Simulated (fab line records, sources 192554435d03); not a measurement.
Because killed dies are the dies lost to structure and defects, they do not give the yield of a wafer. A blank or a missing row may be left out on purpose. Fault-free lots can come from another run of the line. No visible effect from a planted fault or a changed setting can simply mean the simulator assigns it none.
fab line records	flow n5-finfet
[record] lots = 7	wafers = 21
route steps=1938 shown BEOL_M3@981 BEOL_M4@1053 BEOL_M5@1141 BEOL_M6@1197 BEOL_M7@1266 BEOL_M8@1343
start-h: hours from the record's first day to the start of the lot's first wafer shown	wait-h: hours from the lot's prior step to this one	" identical to the entry in the row above	L1.1+2: a single row standing in for several wafers	- no value, or no start was given	* or withheld: withheld	< > ~ a bound
route shown NAME@n: NAME is a module with steps in the file, n the number in the route of the first one	usual: the fault-free wafers' mean and standard deviation	same: alike in all rows	chamber/n: place in a boat	sites: per-site readings	_std_site: their standard deviation	_edge_site: inner sites' mean taken away from outer sites' mean	radius-mm: how far each site lies from the wafer's centre	mask NAME#n: copy n	behind: the last tool/chamber to shape the wafer	hold: the reason the lot was held/the length of the hold in hours/how it ended	device: transistor that didn't switch, given as n, p or np	end of line: tests of these same wafers at the route's end	a step with no rows: only its recipe	killed: count of dies lost to structure and defects at first sort (not the wafer's yield)	map: a wafer's dies, x killed, . not, _ none there
set.NAME: setting as actually run; set.NAME@STEP: the setting as run at that earlier step	model.NAME: the simulator's own value behind a step, which no gauge read
lots run with intentionally changed settings; tables by step, rows by wafer
[[steps]]
[step N5_BEOL_M3_ETCH_41]
[recipe] chemistry = CH3F/O2	target = SiCN	target-depth-a = 299	taper-deg = 2	time-s = 52.5	ion-energy-ev = 120	mask-material = TiN	pressure-mtorr = 30	source-w = 395	bias-w = 75	Ar_flow_sccm = 150	CH3F_flow_sccm = 30	O2_flow_sccm = 20
lot.wafer	tool	chamber	start-h	wait-h	set.target-depth-a
L077.1+2+5	rie-diel-01	2,3,2	-	-	299
L078.1+4+6	rie-diel-02	2,1,1	-	-	287.9
L086.2+4+5	rie-diel-01	1,2,3	-	-	299
L087.2	rie-diel-02	3	-	-	315.2
L087.3+5	"	1	"	"	299
L093.1+6	rie-diel-03	3	-	-	299
L093.2	"	1	"	"	288
L094.3+4+5	rie-diel-01	0,0,3	-	-	299
L097.3+4+6	rie-diel-01	3,0,2	-	-	299
[step N5_BEOL_M3_STRIP_97]
[recipe] chemistry = N2/H2	time-s = 10	power-w = 450	temp-c = 40	pressure-mtorr = 20	rf-frequency-hz = 6e+07	bias-power-w = 7	n2-flow-sccm = 200	h2-flow-sccm = 200
[step N5_BEOL_M3_OCD_MEAS_38]
[usual] trench-depth-nm = 55.7/0.95
lot.wafer	tool	chamber	start-h	wait-h	set.source-w@BEOL_M3_TRENCH_ETCH_37	trench-depth-nm
L077.1	ocd-02	-	170.56	-	355	55.7
L077.2	"	-	"	"	329.3	54.0
L077.5	"	-	"	"	355	55.5
L078.1	ocd-01	-	174.25	-	355	55.2
L078.4	"	-	"	"	355	55.9
L078.6	"	-	"	"	336.9	55.2
L086.2	ocd-01	-	216.85	-	355	54.8
L086.4	"	-	"	"	355	55.5
L086.5	"	-	"	"	355	55.5
L087.2	ocd-02	-	224.10	-	355	54.5
L087.3	"	-	"	"	297.2	52.1
L087.5	"	-	"	"	355	55.9
L093.1	ocd-02	-	265.56	-	355	56.7
L093.2	"	-	"	"	329.2	55.2
L093.6	"	-	"	"	355	56.8
L094.3	ocd-01	-	277.96	-	355	55.2
L094.4	"	-	"	"	355	55.3
L094.5	"	-	"	"	355	55.4
L097.3	ocd-01	-	305.09	-	355	56.3
L097.4	"	-	"	"	319.2	52.3
L097.6	"	-	"	"	355	57.0
[step N5_BEOL_M4_EXPOSE_25]
[recipe] mask-id = V3	na = 0.33	source-shape = quasar	sigma-inner = 0.2	sigma-outer = 0.8	polarization = unpolarized	defocus-nm = 5	dose-mj = 63
lot.wafer	tool	chamber	start-h	wait-h	mask	set.dose-mj
L077.1	euv-scanner-02	0	178.91	-	V3#0	66.12
L077.2+5	"	0	"	"	V3#0	63
L078.1+4	euv-scanner-02	0	180.04	-	V3#0	63
L078.6	"	0	"	"	V3#0	58.37
L086.2+4+5	euv-scanner-01	0	223.60	-	V3#0	63
L087.2	euv-scanner-02	0	232.38	-	V3#0	59.85
L087.3+5	"	0	"	"	V3#0	63
L093.1	euv-scanner-02	0	272.69	-	V3#0	63
L093.2+6	"	0	"	"	V3#0	60.35
L094.3+4+5	euv-scanner-02	0	283.87	-	V3#0	63
L097.3	euv-scanner-01	0	313.56	-	V3#0	63
L097.4+6	"	0	"	"	V3#0	59.85
[step N5_BEOL_M4_PEB_26]
[recipe] peb-temp-c = 100	peb-time-s = 60	resist = CAR-EUV
[step N5_BEOL_M4_DEVELOP_27]
[recipe] develop-time-s = 30	developer = TMAH	resist = CAR-EUV	rinse-liquid = surfactant-rinse	dry = air-spin	dev-temp-c = 23
[step N5_BEOL_M4_CD_MEAS_28]
[recipe] target-cd-nm = 26.2	landing-energy-ev = 500	detector = se-inlens	target-cd-y-nm = 24.1	polarity = opening
[usual] cd-nm = 26.31/0.23
lot.wafer	tool	chamber	start-h	wait-h	set.dose-mj@BEOL_M4_EXPOSE_25	cd-nm
L077.1	cd-sem-03	0	179.06	-	66.12	27.29
L077.2	"	0	"	"	63	26.17
L077.5	"	0	"	"	63	26.41
L078.1	cd-sem-01	0	180.19	-	63	26.20
L078.4	"	0	"	"	63	26.40
L078.6	"	0	"	"	58.37	24.89
L086.2	cd-sem-02	0	223.74	-	63	26.33
L086.4	"	0	"	"	63	26.29
L086.5	"	0	"	"	63	26.70
L087.2	cd-sem-03	0	232.52	-	59.85	25.56
L087.3	"	0	"	"	63	25.74
L087.5	"	0	"	"	63	26.51
L093.1	cd-sem-02	0	272.83	-	63	26.08
L093.2	"	0	"	"	60.35	25.56
L093.6	"	0	"	"	60.35	25.44
L094.3	cd-sem-03	0	284.00	-	63	26.05
L094.4	"	0	"	"	63	26.72
L094.5	"	0	"	"	63	26.44
L097.3	cd-sem-01	0	313.69	-	63	26.29
L097.4	"	0	"	"	59.85	25.19
L097.6	"	0	"	"	59.85	25.49
[step N5_BEOL_M4_DESCUM_33]
[recipe] chemistry = O2	time-s = 7	source-power-w = 50	bias-power-w = 20	pressure-mtorr = 20	rf-frequency-hz = 2.712e+07	temp-c = 40	resist = CAR-EUV	o2-flow-sccm = 225
lot.wafer	tool	chamber	start-h	wait-h	set.time-s	model.CAR-EUV_of_BEOL_M4_COAT_22.thk-nm
L077.1	rie-diel-04	2	179.18	0.0	7.732	25.6
L077.2	"	0	"	"	7.732	25.4
L077.5	"	3	"	"	7	26
L078.1+4+6	rie-diel-05	1,1,0	180.31	0.0	7	26
L086.2+4	rie-diel-04	3,0	223.86	0.0	7	26
L086.5	"	3	"	"	7	25.8
L087.2+5	rie-diel-06	2,0	232.86	0.3	6.265	26.4
L087.3	"	3	"	"	6.265	26.2
L093.1+2+6	rie-diel-06	0,1,0	272.96	0.0	7	26
L094.3	rie-diel-05	2	284.12	0.0	5.936	26.8
L094.4	"	0	"	"	7	26
L094.5	"	1	"	"	5.936	26.6
L097.3+4	rie-diel-05	2,1	313.99	0.2	7	26
L097.6	"	2	"	"	7.562	25.8
[step N5_BEOL_M5_COAT_74]
[recipe] resist = underlayer	temp-c = 205	time-s = 60	spin-rpm = 1500	resist-thk-nm = 5
lot.wafer	tool	chamber	start-h	wait-h	set.spin-rpm
L077.1	litho-track-01	0	-	-	1588
L077.2+5	"	0	"	"	1500
L078.1	litho-track-05	0	-	-	1500
L078.4+6	"	0	"	"	1441
L086.2+4+5	litho-track-01	0	-	-	1500
L087.2+3	litho-track-05	0	-	-	1636
L087.5	"	0	"	"	1500
L093.1	litho-track-05	0	-	-	1500
L093.2+6	"	0	"	"	1439
L094.3	litho-track-05	0	-	-	1431
L094.4+5	"	0	"	"	1500
L097.3+4+6	litho-track-05	0	-	-	1500
[step N5_BEOL_M5_EXPOSE_25]
[recipe] mask-id = V4	na = 0.33	source-shape = quasar	sigma-inner = 0.2	sigma-outer = 0.6	polarization = unpolarized	defocus-nm = 10	dose-mj = 52.75
lot.wafer	tool	chamber	start-h	wait-h	mask	set.dose-mj
L077.1+2+5	euv-scanner-01	0	189.90	-	V4#0	52.75
L078.1+4+6	euv-scanner-01	0	191.67	-	V4#0	52.75
L086.2+4+5	euv-scanner-02	0	240.79	-	V4#0	52.75
L087.2	euv-scanner-01	0	242.79	-	V4#0	52.75
L087.3+5	"	0	"	"	V4#0	49.11
L093.1	euv-scanner-01	0	291.51	-	V4#0	51.69
L093.2+6	"	0	"	"	V4#0	52.75
L094.3+4+5	euv-scanner-01	0	301.44	-	V4#0	52.75
L097.3+4+6	euv-scanner-01	0	332.30	-	V4#0	55.53
[step N5_BEOL_M5_PEB_26]
[recipe] peb-temp-c = 100	peb-time-s = 60	resist = CAR-EUV
[step N5_BEOL_M5_DEVELOP_27]
[recipe] develop-time-s = 30	developer = TMAH	resist = CAR-EUV	rinse-liquid = surfactant-rinse	dry = air-spin	dev-temp-c = 23
[step N5_BEOL_M5_CD_MEAS_28]
[recipe] target-cd-nm = 30.6	landing-energy-ev = 500	detector = se-inlens	target-cd-y-nm = 20	polarity = opening
[usual] cd-nm = 30.66/0.26
lot.wafer	tool	chamber	start-h	wait-h	set.dose-mj@BEOL_M5_EXPOSE_25	cd-nm
L077.1	cd-sem-03	0	190.03	-	52.75	30.83
L077.2	"	0	"	"	52.75	30.63
L077.5	"	0	"	"	52.75	30.89
L078.1	cd-sem-03	0	191.81	-	52.75	30.74
L078.4	"	0	"	"	52.75	30.40
L078.6	"	0	"	"	52.75	30.28
L086.2	cd-sem-02	0	240.92	-	52.75	30.70
L086.4	"	0	"	"	52.75	30.24
L086.5	"	0	"	"	52.75	30.30
L087.2	cd-sem-03	0	242.92	-	52.75	30.78
L087.3	"	0	"	"	49.11	29.20
L087.5	"	0	"	"	49.11	28.88
L093.1	cd-sem-02	0	291.65	-	51.69	30.46
L093.2	"	0	"	"	52.75	30.79
L093.6	"	0	"	"	52.75	30.97
L094.3	cd-sem-02	0	301.57	-	52.75	30.71
L094.4	"	0	"	"	52.75	30.58
L094.5	"	0	"	"	52.75	30.37
L097.3	cd-sem-03	0	332.43	-	55.53	31.53
L097.4	"	0	"	"	55.53	32.07
L097.6	"	0	"	"	55.53	31.87
[step N5_BEOL_M5_DESCUM_33]
[recipe] chemistry = O2	time-s = 7	source-power-w = 50	bias-power-w = 20	pressure-mtorr = 20	rf-frequency-hz = 2.712e+07	temp-c = 40	resist = CAR-EUV	o2-flow-sccm = 225
[step N5_BEOL_M5_ETCH_75]
[recipe] chemistry = N2/H2	target = underlayer	target-depth-a = 65	mask-material = CAR-EUV	time-s = 5.2	ion-energy-ev = 200	pressure-mtorr = 30	source-w = 840	bias-w = 150	n2-flow-sccm = 200	h2-flow-sccm = 200	ends = cleared
lot.wafer	tool	chamber	start-h	wait-h	set.spin-rpm@BEOL_M5_COAT_74	model.etch.depth-nm
L077.1	rie-diel-01	1	190.19	0.0	1588	4.868
L077.2	"	0	"	"	1500	5.008
L077.5	"	0	"	"	1500	5.006
L078.1	rie-diel-02	2	191.97	0.0	1500	4.994
L078.4	"	1	"	"	1441	5.082
L078.6	"	2	"	"	1441	5.108
L086.2	rie-diel-03	1	241.47	0.0	1500	5.045
L086.4	"	3	"	"	1500	5.044
L086.5	"	1	"	"	1500	5.027
L087.2	rie-diel-02	2	243.29	0.0	1636	4.792
L087.3	"	0	"	"	1636	4.798
L087.5	"	0	"	"	1500	5
L093.1	rie-diel-02	0	291.81	0.0	1500	4.996
L093.2	"	1	"	"	1439	5.086
L093.6	"	0	"	"	1439	5.096
L094.3	rie-diel-01	1	301.73	0.0	1431	5.123
L094.4	"	0	"	"	1500	5.007
L094.5	"	0	"	"	1500	4.999
L097.3	rie-diel-01	2	332.94	0.0	1500	5.003
L097.4	"	0	"	"	1500	4.998
L097.6	"	1	"	"	1500	5.01
[step N5_BEOL_M6_PECVD_70]
[recipe] material = SiO2	target-thk-a = 200	temp-c = 400	precursor = TEOS/O2	pressure-torr = 5.5	rf-w = 450	teos-flow-sccm = 53.8	gas = O2	flow-sccm = 3000	time-s = 22.7
lot.wafer	tool	chamber	start-h	wait-h	set.time-s	model.SiO2_of_BEOL_M6_PECVD_70.thk-nm
L077.1	pecvd-01	0	198.03	0.0	25.16	22
L077.2	"	1	"	"	22.7	20.4
L077.5	"	1	"	"	25.16	22.6
L078.1	pecvd-02	0	200.05	0.0	20.96	18.6
L078.4	"	0	"	"	22.7	20.6
L078.6	"	1	"	"	22.7	20.2
L086.2	pecvd-04	2	249.37	0.0	22.7	19.4
L086.4+5	"	0,2	"	"	22.7	20.2
L087.2+5	pecvd-02	0,1	251.72	0.0	25.25	22.2
L087.3	"	2	"	"	22.7	20.2
L093.1	pecvd-04	2	302.05	0.0	22.7	20.2
L093.2	"	0	"	"	25.17	22
L093.6	"	0	"	"	22.7	20.4
L094.3	pecvd-02	1	311.29	0.0	22.7	19.4
L094.4	"	2	"	"	22.7	20.2
L094.5	"	0	"	"	22.7	20
L097.3	pecvd-04	2	341.30	0.0	25.65	22.2
L097.4	"	2	"	"	22.7	20
L097.6	"	1	"	"	22.7	20.6
[step N5_BEOL_M6_HM_DEP_02]
[recipe] material = TiN	target-thk-a = 200	temp-c = 25	chamber-pressure-pa = 0.49996
[step N5_BEOL_M6_COAT_59]
[recipe] resist = SOC	temp-c = 250	time-s = 60	spin-rpm = 1500	resist-thk-nm = 100
[step N5_BEOL_M6_STRIP_80]
[recipe] chemistry = N2/H2	time-s = 10	power-w = 450	temp-c = 40	pressure-mtorr = 20	rf-frequency-hz = 6e+07	bias-power-w = 7	n2-flow-sccm = 200	h2-flow-sccm = 200
[step N5_BEOL_M6_HM_STRIP_39]
[recipe] chemistry = peroxide-tin-strip	material = TiN	target-depth-a = 250	temp-c = 50	time-s = 158
lot.wafer	tool	chamber	start-h	wait-h	set.time-s@BEOL_M6_PECVD_70	model.SiO2_of_BEOL_M6_PECVD_70.thk-nm
L077.1	wet-bench-06	2	204.46	0.0	25.16	21.8
L077.2	"	4	"	"	22.7	20.2
L077.5	"	1	"	"	25.16	22.6
L078.1	wet-bench-01	7	204.86	0.0	20.96	18.4
L078.4	"	0	"	"	22.7	20.6
L078.6	"	6	"	"	22.7	20
L086.2	wet-bench-06	2	253.17	0.0	22.7	19.2
L086.4+5	"	1,0	"	"	22.7	20
L087.2+5	wet-bench-05	3,4	258.49	0.0	25.25	22
L087.3	"	2	"	"	22.7	20
L093.1	wet-bench-06	4	304.45	0.0	22.7	20
L093.2	"	7	"	"	25.17	21.8
L093.6	"	1	"	"	22.7	20.2
L094.3	wet-bench-05	7	315.08	0.0	22.7	19.2
L094.4+5	"	3,5	"	"	22.7	20
L097.3	wet-bench-01	7	345.78	0.0	25.65	22.2
L097.4	"	3	"	"	22.7	19.8
L097.6	"	2	"	"	22.7	20.4
[step N5_BEOL_M7_PECVD_70]
[recipe] material = SiO2	target-thk-a = 200	temp-c = 400	precursor = TEOS/O2	pressure-torr = 5.5	rf-w = 450	teos-flow-sccm = 53.8	gas = O2	flow-sccm = 3000	time-s = 22.7
lot.wafer	tool	chamber	start-h	wait-h	set.temp-c	model.SiO2_of_BEOL_M7_PECVD_70.thk-nm
L077.1	pecvd-01	1	207.93	0.0	407.7	18.6
L077.2	"	0	"	"	407.7	19.2
L077.5	"	0	"	"	400	20.2
L078.1+6	pecvd-02	1,0	208.28	0.0	400	20
L078.4	"	0	"	"	400	19.8
L086.2+4	pecvd-01	2,1	258.25	0.0	400	19.8
L086.5	"	0	"	"	400	20.4
L087.2	pecvd-01	0	265.63	0.0	400	20
L087.3	"	2	"	"	416.7	17.6
L087.5	"	1	"	"	400	20.2
L093.1	pecvd-03	1	307.64	0.0	400	20
L093.2	"	0	"	"	400	20.4
L093.6	"	1	"	"	400	20.6
L094.3	pecvd-01	0	320.41	0.0	389.4	21.4
L094.4	"	0	"	"	389.4	22
L094.5	"	2	"	"	400	20.2
L097.3	pecvd-03	1	349.47	0.1	400	20
L097.4	"	2	"	"	413.9	18.6
L097.6	"	1	"	"	413.9	18.4
[step N5_BEOL_M7_COAT_60]
[recipe] resist = SiARC	temp-c = 220	time-s = 60	spin-rpm = 1500	resist-thk-nm = 35
lot.wafer	tool	chamber	start-h	wait-h	set.spin-rpm	model.SiARC_of_BEOL_M7_COAT_60.thk-nm
L077.1	litho-track-04	0	-	-	1500	35
L077.2+5	"	0	"	"	1405	36.2
L078.1	litho-track-01	0	-	-	1500	35.2
L078.4	"	0	"	"	1613	33.8
L078.6	"	0	"	"	1500	35
L086.2+4+5	litho-track-02	0	-	-	1500	35
L087.2	litho-track-02	0	-	-	1500	35
L087.3+5	"	0	"	"	1500	34.8
L093.1+2	litho-track-02	0	-	-	1500	35.2
L093.6	"	0	"	"	1426	36
L094.3+4	litho-track-04	0	-	-	1632	33.6
L094.5	"	0	"	"	1500	35
L097.3	litho-track-02	0	-	-	1561	34.2
L097.4+6	"	0	"	"	1500	34.8
[step N5_BEOL_M7_COAT_05]
[recipe] resist = CAR-ArF	spin-rpm = 1500	resist-thk-nm = 90
[step N5_BEOL_M7_EBR_07]
[recipe] solvent = PGMEA	ebr-width-mm = 1.5
[step N5_BEOL_M7_DESCUM_16]
[recipe] chemistry = O2	time-s = 7.9	source-power-w = 50	bias-power-w = 20	pressure-mtorr = 20	rf-frequency-hz = 2.712e+07	temp-c = 40	resist = CAR-ArF	o2-flow-sccm = 225
[step N5_BEOL_M7_ETCH_61]
[recipe] chemistry = CF4	target = SiARC	target-depth-a = 455	mask-material = CAR-ArF	time-s = 75.8	ion-energy-ev = 80	pressure-mtorr = 40	source-w = 545	bias-w = 36	Ar_flow_sccm = 100	cf4-flow-sccm = 100	ends = cleared
lot.wafer	tool	chamber	start-h	wait-h	set.spin-rpm@BEOL_M7_COAT_60	model.etch.depth-nm	model.CAR-ArF_of_BEOL_M7_COAT_05.thk-nm
L077.1	rie-diel-03	1	209.35	0.0	1500	34.95	51
L077.2	"	3	"	"	1405	36.19	50
L077.5	"	0	"	"	1405	36.14	49.6
L078.1	rie-diel-03	0	209.65	0.0	1500	35.11	50.8
L078.4	"	3	"	"	1613	33.8	52
L078.6	"	1	"	"	1500	35.02	51
L086.2	rie-diel-01	0	259.68	0.0	1500	35.01	50.6
L086.4	"	3	"	"	1500	34.93	51.2
L086.5	"	1	"	"	1500	35	50.8
L087.2	rie-diel-01	3	266.59	0.0	1500	35.02	51
L087.3	"	1	"	"	1500	34.86	50.6
L087.5	"	3	"	"	1500	34.83	50.6
L093.1	rie-diel-02	0	309.62	0.0	1500	35.1	50.8
L093.2	"	1	"	"	1500	35.15	50.6
L093.6	"	3	"	"	1426	36.03	49.6
L094.3	rie-diel-03	3	321.91	0.0	1632	33.58	52.2
L094.4	"	2	"	"	1632	33.56	52.2
L094.5	"	3	"	"	1500	35.04	50.8
L097.3	rie-diel-03	2	354.77	0.0	1561	34.12	51.8
L097.4	"	0	"	"	1500	34.86	50.8
L097.6	"	3	"	"	1500	34.79	51.2
[step N5_BEOL_M7_ETCH_62]
[recipe] chemistry = N2/H2	target = SOC	target-depth-a = 1100	overetch-a = 220	mask-material = SiARC	temp-c = 40	time-s = 165	ion-energy-ev = 200	pressure-mtorr = 30	source-w = 840	bias-w = 150	n2-flow-sccm = 200	h2-flow-sccm = 200
lot.wafer	tool	chamber	start-h	wait-h	set.spin-rpm@BEOL_M7_COAT_60	model.SiARC_of_BEOL_M7_COAT_60.thk-nm
L077.1	rie-diel-03	1	209.41	0.0	1500	28.2
L077.2	"	3	"	"	1405	29.2
L077.5	"	0	"	"	1405	29.6
L078.1	rie-diel-03	0	209.71	0.0	1500	28.4
L078.4	"	3	"	"	1613	26.8
L078.6	"	1	"	"	1500	28.2
L086.2	rie-diel-01	0	259.73	0.0	1500	28.4
L086.4	"	3	"	"	1500	27.8
L086.5	"	1	"	"	1500	28.6
L087.2	rie-diel-01	3	266.64	0.0	1500	27.8
L087.3	"	1	"	"	1500	28.6
L087.5	"	3	"	"	1500	27.6
L093.1	rie-diel-02	0	309.68	0.0	1500	28.8
L093.2	"	1	"	"	1500	28.4
L093.6	"	3	"	"	1426	29.6
L094.3	rie-diel-03	3	321.97	0.0	1632	26.6
L094.4	"	2	"	"	1632	26.8
L094.5	"	3	"	"	1500	28.2
L097.3	rie-diel-03	2	354.83	0.0	1561	27.4
L097.4	"	0	"	"	1500	28
L097.6	"	3	"	"	1500	27.8
[step N5_BEOL_M7_STRIP_68]
[recipe] chemistry = N2/H2	temp-c = 40	n2-flow-sccm = 200	h2-flow-sccm = 200	rf-frequency-hz = 6e+07
[step N5_BEOL_M7_STRIP_67]
[recipe] chemistry = CF4	resist = SiARC	power-w = 300	bias-power-w = 75	pressure-mtorr = 50	cf4-flow-sccm = 150	rf-frequency-hz = 6e+07
[step N5_BEOL_M7_STRIP_80]
[recipe] chemistry = N2/H2	time-s = 10	power-w = 450	temp-c = 40	pressure-mtorr = 20	rf-frequency-hz = 6e+07	bias-power-w = 7	n2-flow-sccm = 200	h2-flow-sccm = 200
[step N5_BEOL_M7_HM_STRIP_39]
[recipe] chemistry = peroxide-tin-strip	material = TiN	target-depth-a = 250	temp-c = 50	time-s = 158
lot.wafer	tool	chamber	start-h	wait-h	set.temp-c@BEOL_M7_PECVD_70	model.SiO2_of_BEOL_M7_PECVD_70.thk-nm
L077.1	wet-bench-02	3	212.67	0.0	407.7	18.4
L077.2	"	0	"	"	407.7	19
L077.5	"	7	"	"	400	20
L078.1	wet-bench-04	5	213.61	0.0	400	19.8
L078.4	"	4	"	"	400	19.6
L078.6	"	1	"	"	400	20
L086.2+4	wet-bench-03	6,1	261.37	0.0	400	19.6
L086.5	"	2	"	"	400	20.2
L087.2+5	wet-bench-04	7,5	269.83	0.0	400	20
L087.3	"	0	"	"	416.7	17.6
L093.1	wet-bench-04	5	311.83	0.0	400	19.8
L093.2	"	2	"	"	400	20.2
L093.6	"	4	"	"	400	20.4
L094.3	wet-bench-03	1	328.75	0.0	389.4	21.4
L094.4	"	0	"	"	389.4	21.8
L094.5	"	2	"	"	400	20
L097.3	wet-bench-02	6	358.44	0.0	400	20
L097.4	"	4	"	"	413.9	18.4
L097.6	"	3	"	"	413.9	18.2
[step N5_BEOL_M8_PEB_09]
[recipe] peb-temp-c = withheld	peb-time-s = 60	resist = CAR-ArF
lot.wafer	tool	chamber	start-h	wait-h	set.peb-time-s
L077.1+5	litho-track-05	0	217.13	0.1	68.23
L077.2	"	0	"	"	60
L078.1+6	litho-track-05	0	219.35	0.1	60
L078.4	"	0	"	"	52.57
L086.2+4+5	litho-track-03	0	270.37	0.0	60
L087.2+3+5	litho-track-03	0	278.36	0.0	52.97
L093.1+2+6	litho-track-05	0	318.07	0.1	60
L094.3+4+5	litho-track-02	0	333.37	0.0	65.99
L097.3+6	litho-track-05	0	364.78	0.0	60
L097.4	"	0	"	"	64.59
[[key]]
[split] step = N5_BEOL_M3_ETCH_41	setting = target-depth-a	stated = 299	by = wafer
response none clear
[split] step = N5_BEOL_M4_EXPOSE_25	setting = dose-mj	stated = 63	by = wafer
[response] step = N5_BEOL_M4_CD_MEAS_28	reading = cd-nm	change = +0.174	per = 1%	r = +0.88
[split] step = N5_BEOL_M4_DESCUM_33	setting = time-s	stated = 7	by = wafer
[response] step = N5_BEOL_M4_DESCUM_33	reading = model.CAR-EUV_of_BEOL_M4_COAT_22.thk-nm	change = -0.0432	per = 1%	r = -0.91
[split] step = N5_BEOL_M5_COAT_74	setting = spin-rpm	stated = 1500	by = wafer
[response] step = N5_BEOL_M5_ETCH_75	reading = model.etch.depth-nm	change = -0.0237	per = 1%	r = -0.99
[split] step = N5_BEOL_M5_EXPOSE_25	setting = dose-mj	stated = 52.75	by = wafer
[response] step = N5_BEOL_M5_CD_MEAS_28	reading = cd-nm	change = +0.249	per = 1%	r = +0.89
[split] step = N5_BEOL_M6_PECVD_70	setting = time-s	stated = 22.7	by = wafer
[response] step = N5_BEOL_M6_PECVD_70	reading = model.SiO2_of_BEOL_M6_PECVD_70.thk-nm	change = +0.17	per = 1%	r = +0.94
[response] step = N5_BEOL_M6_HM_STRIP_39	reading = model.SiO2_of_BEOL_M6_PECVD_70.thk-nm	change = +0.177	per = 1%	r = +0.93
[split] step = N5_BEOL_M7_PECVD_70	setting = temp-c	stated = 400	by = wafer
[response] step = N5_BEOL_M7_PECVD_70	reading = model.SiO2_of_BEOL_M7_PECVD_70.thk-nm	change = -0.55	per = 1%	r = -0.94
[response] step = N5_BEOL_M7_HM_STRIP_39	reading = model.SiO2_of_BEOL_M7_PECVD_70.thk-nm	change = -0.563	per = 1%	r = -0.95
[split] step = N5_BEOL_M7_COAT_60	setting = spin-rpm	stated = 1500	by = wafer
[response] step = N5_BEOL_M7_COAT_60	reading = model.SiARC_of_BEOL_M7_COAT_60.thk-nm	change = -0.168	per = 1%	r = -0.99
[response] step = N5_BEOL_M7_ETCH_61	reading = model.etch.depth-nm	change = -0.174	per = 1%	r = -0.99
[response] step = N5_BEOL_M7_ETCH_61	reading = model.CAR-ArF_of_BEOL_M7_COAT_05.thk-nm	change = +0.171	per = 1%	r = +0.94
[response] step = N5_BEOL_M7_ETCH_62	reading = model.SiARC_of_BEOL_M7_COAT_60.thk-nm	change = -0.182	per = 1%	r = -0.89
[split] step = N5_BEOL_M8_PEB_09	setting = peb-time-s	stated = 60	by = wafer
response none in this file
split outside-this-file step=N5_BEOL_M3_TRENCH_ETCH_37 setting=source-w
// split outside-this-file: this setting was split too, and the file shows its column; the key of that split is in another file
